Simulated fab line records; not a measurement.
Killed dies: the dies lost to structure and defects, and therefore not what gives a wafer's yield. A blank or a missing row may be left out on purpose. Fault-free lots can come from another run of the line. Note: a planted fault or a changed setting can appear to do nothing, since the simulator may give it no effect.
Matching of chambers    flow n5_finfet    rie_diel-05 running N5_SD_EPI_P_ETCHBACK_46: 4 sister chambers
The step etches SiNx in CH3F/O2, stops on SiO2, target depth 17.5 nm. 4 wafers are shown with their chamber, then 8 later ones without.

EACH WAFER AND ITS CHAMBER
wafer   chamber  showerhead_plenum_p_Torr (Torr)
L079.5  2        1.88
L082.1  3        1.96
L083.4  0        2.12
L094.3  1        2.12

WAFERS WITHOUT THEIR CHAMBER
wafer   showerhead_plenum_p_Torr (Torr)
L094.5  2.12
L094.6  2.11
L095.2  2.11
L095.5  1.95
L095.6  2.11
L096.1  2.12
L096.2  2.11
L096.5  1.95

CHAMBER TAKEN BY EACH
wafer   from the rows above      in truth
L094.5  can't be placed: 0 or 1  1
L094.6  can't be placed: 0 or 1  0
L095.2  can't be placed: 0 or 1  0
L095.5  3                        3
L095.6  can't be placed: 0 or 1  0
L096.1  can't be placed: 0 or 1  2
L096.2  can't be placed: 0 or 1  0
L096.5  3                        3
2 of 8 placed correctly. These rows do not allow placing 6 (true chamber among the candidates in 5). Number placed wrongly: 0.
How it was worked out, from the rows above alone: a wafer's distance from a chamber is the root of the sum, over the readings, of the square of ((its reading less the chamber's mean) divided by the reading's scatter). If the next closest chamber is less than 2 further off than the closest, the wafer can't be placed; otherwise it belongs to the closest. A chamber's mean is the mean of its shown wafers. The scatter: root of mean squared gap, hidden wafer to nearest shown wafer, with one shown wafer a chamber.
